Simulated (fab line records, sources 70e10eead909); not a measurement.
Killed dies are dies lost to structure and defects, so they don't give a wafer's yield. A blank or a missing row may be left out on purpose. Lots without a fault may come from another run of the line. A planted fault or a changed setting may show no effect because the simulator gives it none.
A struck lot beside a sound one | flow nand_harc | 15 steps out of a route of 1159
Sound: wafers L939.1, L939.3, L939.4. Struck: wafers L951.2, L951.3, L951.6. The cause comes at the end.
At each step with rows: each side's tool, then ch and its chambers, then its first start. Under that, the readings that differ: sound wafers | struck wafers | difference of the means | sigmas: that difference in standard deviations of wafers without a fault.
alike: readings whose means differ by less than 2 such deviations, and words and numbers that are the same on both sides. not compared: withheld readings, readings that some wafer has no value for, bounds like >300 that may hide the same value, and numbers for which the record gives no deviation and whose values overlap.
The two part at a step that has a row with sigmas, a row that says differs or no value, or rows on one side only. Numbers that don't overlap but have no deviation are shown without sigmas and don't part them. A reading that every wafer of one side lacks parts them only if that side has two wafers or more.

first, 9 steps without rows for these wafers: NHARC_P_GATE_STRIP_50 (strips in SPM, time 900 s); NHARC_P_GATE_DEHYDRATE_51 (time 120 s); NHARC_P_GATE_HMDS_52 (time 30 s); NHARC_P_GATE_COAT_53; NHARC_P_GATE_SOFTBAKE_54 (time 95 s); NHARC_P_GATE_EBR_55; NHARC_P_GATE_EXPOSE_56 (exposes mask P PSD, target cd 720 nm); NHARC_P_GATE_PEB_57 (peb time 85 s); NHARC_P_GATE_DEVELOP_58 (time 70 s).
NHARC_P_GATE_CD_MEAS_59: target cd 720 nm.
  sound on cd_sem-02 ch 0, day 5 20:49; struck on cd_sem-03 ch 0, day 8 16:58
  alike: cd_nm
then, 1 step without rows for these wafers: NHARC_P_GATE_HARDBAKE_60 (time 80 s).
NHARC_P_GATE_DESCUM_61: chemistry O2, time 3 s.
  sound on rie_diel-02 ch 0,1,2, day 5 21:00; struck on rie_diel-02 ch 1,2, day 8 17:07
  alike: drypump_motor_current_A, o2_flow_sccm, oes_product_au, rf_vpp_V, showerhead_plenum_p_Torr, throttle_valve_pct
  not compared: rf_hours_counter_h
NHARC_P_GATE_IMPLANT_62:
  sound on implanter-01 ch 0, day 5 21:09; struck on implanter-02, day 8 17:18
  no value came back on the struck wafers for beam_energy_keV, beam_on_s (s); on the sound wafers beam_energy_keV reads 19.998 20.007 19.993
NHARC_P_GATE_STRIP_112: strips in N2/H2, time 200 s.
  sound on plasma_asher-02 ch 0,1, day 5 21:22; struck on plasma_asher-01 ch 0,1, day 8 17:32
  alike: drypump_motor_current_A, heater_power_w
  not compared: rf_hours_counter_h
then, 1 step without rows for these wafers: NHARC_END_SORT_01.

WHERE THEY PART
Only at NHARC_P_GATE_IMPLANT_62, within this record. Later steps at which nothing parts them and some readings are alike: NHARC_P_GATE_STRIP_112.

WHY: what the simulator had put in
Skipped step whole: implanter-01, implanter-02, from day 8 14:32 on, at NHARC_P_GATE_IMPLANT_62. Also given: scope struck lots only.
